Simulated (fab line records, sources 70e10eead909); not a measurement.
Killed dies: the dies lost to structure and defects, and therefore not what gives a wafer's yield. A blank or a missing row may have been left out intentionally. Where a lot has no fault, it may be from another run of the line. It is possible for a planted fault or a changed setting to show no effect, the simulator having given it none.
The tool behind it: which one?	flow nand-harc	6 lots with 18 wafers sampled at 5 steps, on a route of 1302 steps

== WHAT THE GAUGES SHOWED, per wafer ==
NHARC_END_SORT_01.
lot	measured	on	killed-at-other
L743	day 29 04:04	prober-02	79 1 78
L753	day 33 04:07	prober-01	3

== WHICH TOOL RAN EACH LOT (tool, then ch and the chambers of the sampled wafers, then the start) ==
lot	NHARC_THIN_TSV_DESCUM_14	NHARC_THIN_TSV_DEP_47	NHARC_THIN_TSV_PVD_51	NHARC_THIN_TSV_ETCH_59
L732	rie-diel-10 ch 0,1,2, day 24 03:44	pecvd-04 ch 0,2, day 24 05:31	pvd-sputter-02, day 24 09:46 or earlier	rie-metal-01 ch 0, day 24 09:46
L736	rie-diel-01 ch 1,2,3, day 25 16:56	pecvd-04 ch 0,1,2, day 25 18:58	pvd-sputter-02, day 25 23:17 or earlier	rie-metal-01 ch 0,1, day 25 23:17
L743	rie-diel-10 ch 1,2, day 28 15:29	pecvd-04 ch 0,2, day 28 17:23	pvd-sputter-01, day 28 21:43 or earlier	rie-metal-02 ch 0,1, day 28 21:43
L751	rie-diel-02 ch 0,1, day 32 13:03	pecvd-02 ch 1,2, day 32 15:04	pvd-sputter-01, day 32 19:20 or earlier	rie-metal-01 ch 0,1, day 32 19:20
L753	rie-diel-01 ch 0,2,3, day 32 15:35	pecvd-04 ch 0,1,2, day 32 17:16	pvd-sputter-03, day 32 21:38 or earlier	rie-metal-01 ch 0,1, day 32 21:38
L754	rie-diel-01 ch 0,1, day 33 11:29	pecvd-04 ch 0,1, day 33 13:18	pvd-sputter-01, day 33 17:48 or earlier	rie-metal-03 ch 0,1, day 33 17:48
- NHARC_THIN_TSV_DESCUM_14: chemistry O2, time 3 s.
- NHARC_THIN_TSV_DEP_47: deposits SiO2, target thk 200 nm.
- NHARC_THIN_TSV_PVD_51: deposits Cu, target thk 100 nm.
- NHARC_THIN_TSV_ETCH_59: etches the open film in Cl2/BCl3, target depth 880 nm, time 138.1 s.

== THE ANSWER, worked out from the rows above alone ==
Rule: usual is defined by the lots themselves. Put in order of their means at a reading, lots are off if they are a third of the lots or fewer, leave a main group of 4 or more, and stand apart from it by a gap of 3 or more times the standard deviation of the main group's means; of several such gaps the widest counts. If all means in a main group match to the digits the tables above print for the reading, that group is not used. Also off: a lot with no number at a reading for which 4 or more lots have one. Where the step has rows for the other lots, those lots are counted as sound.
No lot is off on any of the readings shown, so nothing can be concluded from this.

== WHAT THE SIMULATOR HAD INSERTED ==
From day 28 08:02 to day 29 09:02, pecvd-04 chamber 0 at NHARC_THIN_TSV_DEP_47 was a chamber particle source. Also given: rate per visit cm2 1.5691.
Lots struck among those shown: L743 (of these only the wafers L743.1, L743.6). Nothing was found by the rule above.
